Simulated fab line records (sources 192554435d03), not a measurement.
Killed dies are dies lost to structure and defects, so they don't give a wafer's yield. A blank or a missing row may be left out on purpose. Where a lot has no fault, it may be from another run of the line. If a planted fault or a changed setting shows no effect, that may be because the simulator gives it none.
Split-lot experiment + flow n5 finfet + 21 wafers read from 7 lots, route of 1938 steps

## ON THE SPLIT
At N5_BEOL_M6_PECVD_70 (deposits SiO2 from TEOS/O2, target thk 20 nm, time 22.7 s), the setting time s was moved away from the recipe's 22.7 s on 6 of the 21 wafers read, by -14.9% to +10.6%. For the rest of the wafers, this setting stayed at what the recipe calls for.

The split's own step is where the reading is taken.

## THE READING
SiO2_of_BEOL_M6_PECVD_70.thk nm (the simulator's own value, which no gauge read), in nm, at N5_BEOL_M6_PECVD_70 (deposits SiO2 from TEOS/O2, target thk 20 nm, time 22.7 s). The file gives no usual value for it. Across the 15 wafers here that went through the recipe, the average is 19.9 nm and the standard deviation 0.22 nm.

| wafer  | tool, chamber at the split | time s as run, s | against the recipe | SiO2_of_BEOL_M6_PECVD_70.thk nm, nm | against lot-mates on the recipe |
|--------|----------------------------|------------------|--------------------|-------------------------------------|---------------------------------|
| L076.2 | pecvd-04, 2                | 19.31            | -14.9%             | 17                                  | -2.8                            |
| L076.3 | pecvd-04, 0,1              | 22.7             | recipe             | 19.8                                | -                               |
| L076.6 | pecvd-04, 0,1              | 22.7             | recipe             | 19.8                                | -                               |
| L084.1 | pecvd-03, 1,0              | 22.7             | recipe             | 19.8                                | -                               |
| L084.5 | pecvd-03, 1,0              | 22.7             | recipe             | 19.8                                | -                               |
| L084.6 | pecvd-03, 2                | 22.7             | recipe             | 20                                  | -                               |
| L088.1 | pecvd-01, 2                | 24.3             | +7.0%              | 21                                  | +0.9                            |
| L088.4 | pecvd-01, 0                | 22.7             | recipe             | 19.8                                | -                               |
| L088.5 | pecvd-01, 2                | 22.7             | recipe             | 20.4                                | -                               |
| L089.2 | pecvd-04, 1                | 22.7             | recipe             | 20.2                                | -                               |
| L089.6 | pecvd-04, 1                | 22.7             | recipe             | 20.2                                | -                               |
| L089.5 | pecvd-04, 2                | 22.7             | recipe             | 20                                  | -                               |
| L090.3 | pecvd-03, 2                | 25.11            | +10.6%             | 21.8                                | +2.2                            |
| L090.5 | pecvd-03, 2                | 25.11            | +10.6%             | 22.2                                | +2.6                            |
| L090.6 | pecvd-03, 0                | 22.7             | recipe             | 19.6                                | -                               |
| L093.2 | pecvd-01, 2                | 22.7             | recipe             | 19.8                                | -                               |
| L093.4 | pecvd-01, 1                | 24.46            | +7.8%              | 21.6                                | +1.7                            |
| L093.5 | pecvd-01, 0                | 22.7             | recipe             | 20                                  | -                               |
| L094.2 | pecvd-04, 2                | 22.7             | recipe             | 19.6                                | -                               |
| L094.4 | pecvd-04, 1                | 22.7             | recipe             | 20                                  | -                               |
| L094.6 | pecvd-04, 0                | 23.99            | +5.7%              | 21                                  | +1.2                            |
Where a row lists several chambers, the file gives one row for several wafers and doesn't say which wafer went through which chamber.

THE FIT
A straight line over all 21 wafers: SiO2_of_BEOL_M6_PECVD_70.thk nm changes by +0.194 nm for each +1% of time s; r = +0.98; the points scatter about the line by 0.22 nm.
The same after taking each lot's own level away (the mean of its wafers on the recipe; 21 wafers): +0.201 nm for each +1%; r = +0.98; scatter 0.21 nm.
That fit puts the effect of the largest move of time s on the reading at 3 nm.
Measured against the standard deviation above, the lots' own levels, which go from 19.60 to 20.13 nm, span 2.5 times it.
The two slopes agree, so the slope changes little with the lot-to-lot level.
Check: -3.17 nm against its lot-mates is what the line predicts for one of the wafers moved furthest among these (-14.9%) when that wafer is left out of the fit. It came out at -2.8 nm against them.

## ADDITIONAL SPLITS CARRIED BY THESE WAFERS
Before the reading, these wafers also passed through other splits. Each is held against what the fit with the lots' levels taken away leaves over:
| other split on the same wafers | wafers away from the commonest value | r with SiO2_of_BEOL_M6_PECVD_70.thk nm (lot level and that fit taken away) |
|--------------------------------|--------------------------------------|----------------------------------------------------------------------------|
| N5_BEOL_M6_ILD_DEP_00 time s   | 7                                    | -0.27                                                                      |

## FILE'S OWN FIT
SiO2_of_BEOL_M6_PECVD_70.thk nm changes by +0.196 nm for each +1% of time s, r = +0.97.
